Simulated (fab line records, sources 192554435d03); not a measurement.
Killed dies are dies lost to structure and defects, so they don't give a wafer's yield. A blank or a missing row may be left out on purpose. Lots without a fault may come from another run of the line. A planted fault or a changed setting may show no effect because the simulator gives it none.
One fault seen from 2 desks | flow n5_finfet | each desk has only its own numbers; what lay behind them comes last

THE METROLOGY DESK
What the gauges read, lot by lot, whatever tool the lot ran on: means of the sampled wafers that have a number. A lot is out of limits, marked OUT, if its mean lies more than 4 standard deviations from the usual mean; the brackets give that distance.
Columns: A = M14_OVL at N5_BEOL_M14_OVL_MEAS_29, usual -3 nm; B = trench_depth_nm at N5_BEOL_M14_OCD_MEAS_35, usual 555 nm
lot  | first seen here | A  | B
L458 | day 12 15:32    | -7 | 568
L457 | day 12 18:05    | -3 | 557
L461 | day 13 00:48    | -3 | 566
L462 | day 13 02:15    | -4 | 562
L463 | day 13 04:36    | 4  | 554
L464 | day 13 19:41    | -7 | 548
L469 | day 15 03:07    | -2 | 565
L470 | day 15 14:58    | 0  | 562
L472 | day 15 17:37    | 0  | 560
L474 | day 16 02:14    | -7 | 551
L475 | day 16 09:47    | -0 | 553
L478 | day 17 16:43    | -8 | 557
This desk's finding: nothing out of limits on any of the 12 lots.

THE TOOL OWNER'S DESK: rie_diel-05
The tool's own readings at N5_BEOL_M14_ETCH_38 (etches SiCN in CF4/N2, target depth 106.5 nm, time 120.6 s): means of the sampled wafers that have a number, for each lot that ran on this tool. A lot is out of limits, marked OUT, if its mean lies more than 4 standard deviations from the usual mean; the brackets give that distance. Of its 8 readings 7 are shown: the one that was out of limits first, and those that lie furthest out on some lot.
Columns: A = chamber_pressure_mTorr at N5_BEOL_M14_ETCH_38, usual 40.00 mTorr; B = drypump_motor_current_A at N5_BEOL_M14_ETCH_38, usual 5.8 A; C = n2_flow_sccm at N5_BEOL_M14_ETCH_38, usual 60.00 sccm; D = oes_product_au at N5_BEOL_M14_ETCH_38, usual 0.79 a.u.; E = rf_fwd_power_W at N5_BEOL_M14_ETCH_38, usual 428.5 W; F = showerhead_plenum_p_Torr at N5_BEOL_M14_ETCH_38, usual 2.19 Torr; G = throttle_valve_pct at N5_BEOL_M14_ETCH_38, usual 15.41 %
lot  | first seen here | A     | B   | C     | D               | E     | F    | G
L457 | day 12 22:07    | 40.03 | 5.4 | 59.79 | 0.85            | 429.4 | 2.15 | 15.25
L463 | day 13 08:58    | 40.01 | 5.7 | 60.19 | 0.84            | 428.8 | 2.15 | 15.38
L464 | day 13 22:07    | 40.03 | 6.2 | 59.72 | 0.80            | 427.8 | 2.16 | 15.53
L469 | day 15 04:13    | 40.03 | 6.3 | 60.22 | 0.91            | 428.3 | 2.17 | 15.61
L470 | day 15 23:00    | 40.00 | 5.8 | 60.23 | 0.92            | 427.3 | 2.17 | 15.45
L472 | day 15 23:12    | 39.99 | 5.8 | 60.02 | 1.09 (+4.7) OUT | 430.0 | 2.17 | 15.44
This desk's finding: out of limits on L472; first on L472, day 15 23:12 (oes_product_au at N5_BEOL_M14_ETCH_38). In limits: L457, L463, L464, L469, L470.

PUT TOGETHER
The tool owner's desk could have raised an alarm at day 15 23:12, on L472.
The metrology desk saw nothing out of limits.
The metrology desk has L472 on record, within its limits.
Of the lots named, all ran N5_BEOL_M14_ETCH_38 on rie_diel-05.

WHAT THE SIMULATOR HAD PUT IN
Process parameter drift: rie_diel-05, from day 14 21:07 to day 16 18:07, at N5_BEOL_M14_ETCH_38. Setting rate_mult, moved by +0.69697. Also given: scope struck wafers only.
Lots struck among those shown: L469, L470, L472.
Hours from the fault's start to each desk's first reading out of limits: the tool owner's desk, 26.
